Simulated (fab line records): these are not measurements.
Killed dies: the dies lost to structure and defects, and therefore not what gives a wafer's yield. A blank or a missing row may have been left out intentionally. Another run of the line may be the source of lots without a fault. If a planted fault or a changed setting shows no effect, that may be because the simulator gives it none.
Which tool was responsible? ; flow n5 finfet ; Sampling: 12 lots, 35 wafers, 5 of 1938 route steps

WHAT THE GAUGES SHOWED, per wafer
N5_BEOL_M4_RC_MEAS_101. Usual: DIBL_N 36.0 mV/V, standard deviation 2.5; DIBL_P 36.2 mV/V, standard deviation 3; IOFF_N 0.16 nA/um, standard deviation 0.044; IOFF_P 0.21 nA/um, standard deviation 0.049; ION_N 671 uA/um, standard deviation 15; ION_P 461 uA/um, standard deviation 8.7; SS_N 71.5 mV/dec, standard deviation 0.72; SS_P 73.4 mV/dec, standard deviation 0.9; VT_N 251 mV, standard deviation 4.4; VT_P -250 mV, standard deviation 4.
lot;measured;on;DIBL_N (mV/V);DIBL_P (mV/V);IOFF_N (nA/um);IOFF_P (nA/um);ION_N (uA/um);ION_P (uA/um);SS_N (mV/dec);SS_P (mV/dec);VT_N (mV);VT_P (mV);flag
L632;day 8 21:15;prober-02;34.6 33.6 33.5;36.4 35.3 35.5;0.13 0.13 0.13;0.19 0.17 0.18;652 660 652;449 452 447;71.9 71.7 72.0;73.2 73.2 73.0;254 253 254;-252 -253 -255;
L634;day 9 14:58;prober-02;32.7 37.3 35.7;34.3 40.0 38.5;0.12 0.20 0.16;0.18 0.24 0.24;656 677 663;455 459 461;70.9 72.3 71.7;72.2 74.3 74.3;252 247 253;-249 -249 -247;
L638;day 10 07:52;prober-02;37.0 36.0 39.7;36.6 35.6 40.1;0.16 0.14 0.21;0.20 0.19 0.26;669 663 700;457 460 473;72.0 71.0 72.0;73.2 72.6 74.0;254 255 246;-252 -251 -249;
L641;day 11 04:19;prober-02;35.8 38.2 35.3;35.0 37.5 33.7;0.13 0.17 0.13;0.19 0.22 0.18;662 672 662;459 463 464;71.5 72.1 71.2;73.2 73.5 72.7;253 249 252;-253 -247 -252;
L642;day 11 11:53;prober-02;36.6 38.0 30.6;36.2 37.7 28.6;0.16 0.18 0.08;0.21 0.22 0.11;666 680 656;452 460 446;71.6 71.9 70.4;73.5 74.1 71.3;252 249 259;-250 -253 -260;
L646;day 12 11:42;prober-02;34.1 37.7 34.2;35.5 38.3 35.0;0.13 0.21 0.14;0.21 0.25 0.20;669 676 667;466 466 466;71.0 72.5 71.3;73.4 74.1 73.2;251 247 249;-248 -247 -252;
L647;day 12 07:01;prober-02;37.8 34.2 38.7;37.9 32.6 38.6;0.20 0.12 0.23;0.22 0.15 0.25;691 660 700;461 448 463;71.4 71.2 72.4;74.0 72.5 74.3;245 254 243;-252 -254 -251;
L649;day 12 21:49;prober-01;35.9 34.4 36.0;37.7 35.8 37.3;0.18 0.14 0.18;0.26 0.22 0.24;676 655 677;469 460 469;71.0 70.9 72.3;73.7 73.8 73.8;248 255 248;-244 -248 -247;
L650;day 12 22:44;prober-01;33.0 32.5 35.2;31.1 31.6 35.9;0.10 0.10 0.14;0.15 0.15 0.21;653 643 668;454 447 456;71.0 70.5 71.3;71.9 72.3 73.8;258 259 250;-255 -253 -251;
L651;day 13 18:57;prober-02;36.2 33.7 39.4;37.6 33.4 39.8;0.16 0.11 0.22;0.25 0.17 0.28;674 657 694;477 453 471;71.6 71.6 73.2;73.7 72.2 73.9;250 256 243;-247 -254 -246;
L653;day 13 20:39;prober-01;40.1 36.2 37.9;40.6 35.1 37.6;0.25 0.13 0.19;0.31 0.19 0.25;689 651 675;470 453 463;73.0 71.1 71.8;74.3 73.0 73.6;245 255 246;-242 -252 -246;
L654;day 14 06:51;prober-02;37.1 34.0;38.2 34.5;0.17 0.12;0.21 0.16;685 675;470 460;71.1 70.8;74.5 73.5;253 252;-253 -258;

WHAT TOOL EACH LOT RAN ON (gives the tool, then ch and the chambers of the sampled wafers, and finally the start)
lot;N5_BEOL_M0_ANNEAL_117;N5_BEOL_M0_ANNEAL_135;N5_BEOL_M1_ILD_DEP_00;N5_BEOL_M1_COAT_61
L632;pvd sputter-01, day 6 11:22;pvd sputter-01, day 6 11:37;pecvd-03 ch 0,2, day 6 13:04;litho track-04 ch 0, day 6 15:07
L634;pvd sputter-01, day 6 17:53;pvd sputter-01, day 6 18:07;pecvd-01 ch 0,1,2, day 6 19:42;litho track-01 ch 0, day 6 20:51
L638;pvd sputter-01, day 7 23:29;pvd sputter-01, day 7 23:43;pecvd-03 ch 0,1,2, day 8 00:53;litho track-04 ch 0, day 8 03:54
L641;pvd sputter-01, day 8 20:25;pvd sputter-01, day 8 20:39;pecvd-03 ch 0,1,2, day 8 21:49;litho track-04 ch 0, day 8 23:47
L642;pvd sputter-01, day 9 00:19;pvd sputter-01, day 9 00:33;pecvd-03 ch 0,1,2, day 9 01:50;litho track-01 ch 0, day 9 02:46
L646;pvd sputter-01, day 9 20:11;pvd sputter-01, day 9 20:25;pecvd-04 ch 0,1, day 9 21:40;litho track-01 ch 0, day 9 23:04
L647;pvd sputter-01, day 10 01:13;pvd sputter-01, day 10 01:28;pecvd-03 ch 0,1, day 10 02:37;litho track-01 ch 0, day 10 02:55
L649;pvd sputter-02, day 10 12:34;pvd sputter-02, day 10 12:48;pecvd-04 ch 0,1, day 10 13:57;litho track-01 ch 0, day 10 14:26
L650;pvd sputter-03, day 10 18:15;pvd sputter-03, day 10 18:29;pecvd-03 ch 0,2, day 10 21:04;litho track-04 ch 0, day 11 00:18
L651;pvd sputter-03, day 11 03:17;pvd sputter-03, day 11 03:31;pecvd-03 ch 0,1,2, day 11 04:43;litho track-04 ch 0, day 11 05:55
L653;pvd sputter-01, day 11 10:37;pvd sputter-01, day 11 10:52;pecvd-04 ch 0,2, day 11 12:17;litho track-04 ch 0, day 11 13:08
L654;pvd sputter-01, day 11 22:46;pvd sputter-01, day 11 23:01;pecvd-03 ch 0,2, day 12 00:11;litho track-02 ch 0, day 12 01:52
- N5_BEOL_M0_ANNEAL_117: time 60 s.
- N5_BEOL_M0_ANNEAL_135: time 60 s.
- N5_BEOL_M1_ILD_DEP_00: deposits SiOC from DEMS/O2, target thk 79 nm, time 15.3 s.
- N5_BEOL_M1_COAT_61: time 60 s, resist thk 60 nm.

WHAT THE TOOLS THEMSELVES READ (means of the sampled wafers that have a number; where no wafer has one, the mark that the record gives instead)
N5_BEOL_M0_ANNEAL_117. Usual: heater power w reads 850 W (standard deviation 59).
lot;tool;heater power w (W);flag
L632;pvd sputter-01;890;
L634;pvd sputter-01;889;
L638;pvd sputter-01;829;
L641;pvd sputter-01;835;
L642;pvd sputter-01;888;
L646;pvd sputter-01;904;
L647;pvd sputter-01;868;
L649;pvd sputter-02;855;
L650;pvd sputter-03;792;
L651;pvd sputter-03;869;
L653;pvd sputter-01;919;
L654;pvd sputter-01;881;

N5_BEOL_M0_ANNEAL_135. Usual: heater power w reads 851 W (standard deviation 60).
lot;tool;heater power w (W);flag
L632;pvd sputter-01;877;
L634;pvd sputter-01;902;
L638;pvd sputter-01;819;
L641;pvd sputter-01;838;
L642;pvd sputter-01;893;
L646;pvd sputter-01;895;
L647;pvd sputter-01;868;
L649;pvd sputter-02;859;
L650;pvd sputter-03;805;
L651;pvd sputter-03;873;
L653;pvd sputter-01;918;
L654;pvd sputter-01;877;

N5_BEOL_M1_ILD_DEP_00. Usual: heater power w 475 W, standard deviation 96; showerhead plenum p Torr 5.685 Torr, standard deviation 0.012; throttle valve pct 12.3 %, standard deviation 1.1.
lot;tool;heater power w (W);showerhead plenum p Torr (Torr);throttle valve pct (%);flag
L632;pecvd-03;538;5.682;13.3;
L634;pecvd-01;490;5.696;11.9;
L638;pecvd-03;460;5.679;12.6;
L641;pecvd-03;453;5.674;12.6;
L642;pecvd-03;456;5.678;12.6;
L646;pecvd-04;386;5.689;11.9;
L647;pecvd-03;444;5.678;13.1;
L649;pecvd-04;406;5.689;11.9;
L650;pecvd-03;502;5.689;12.2;
L651;pecvd-03;498;5.685;12.7;
L653;pecvd-04;510;5.679;11.7;
L654;pecvd-03;550;5.684;12.6;

N5_BEOL_M1_COAT_61. Usual: spin speed rpm reads 1499.9 rpm (standard deviation 0.95).
lot;tool;spin speed rpm (rpm);flag
L632;litho track-04;1499.7;
L634;litho track-01;1500.0;
L638;litho track-04;1500.4;
L641;litho track-04;1499.2;
L642;litho track-01;1500.4;
L646;litho track-01;1365.1;OFF
L647;litho track-01;1364.4;OFF
L649;litho track-01;1363.8;OFF
L650;litho track-04;1499.4;
L651;litho track-04;1499.8;
L653;litho track-04;1500.8;
L654;litho track-02;1499.3;

THE ANSWER, worked out from the rows above alone
Rule: take the mean of a lot's wafers that have a number; if it is more than 3 standard deviations from the usual mean, the lot is off. A lot without any number at a reading at which 4 lots or more have one is off too. The other lots that the step has rows for count as sound. After the gauges, taken in route order, come the tools' own readings; for these a lot's mean is taken, as printed above. At the first step where some lot is off, the reading lying furthest off is the one used; lots without a number count as furthest.
Off: L646, L647, L649 (N5_BEOL_M1_COAT_61, spin speed rpm).
A tool fits if, at that step or a process step before it, it ran every lot that is off, and no sound lot after the first of them. One candidate fits, namely litho track-01 at N5_BEOL_M1_COAT_61. Its last sound lot is L642 (day 9 02:46), its first lot that is off L646 (day 9 23:04): a fault that began between those two fits.
The tool's own readings at N5_BEOL_M1_COAT_61 bear it out: on the lots that are off they differ by more than 5 times the standard deviation of the sound lots' means. spin speed rpm reads 1364.4 rpm there against 1499.9 rpm on the sound lots.

WHAT THE SIMULATOR PUT IN
Drift in process parameters on litho track-01 at N5_BEOL_M1_COAT_61, starting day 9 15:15. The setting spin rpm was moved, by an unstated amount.
Shown lots that were struck: L647, L646, L649. The rule above found the same.
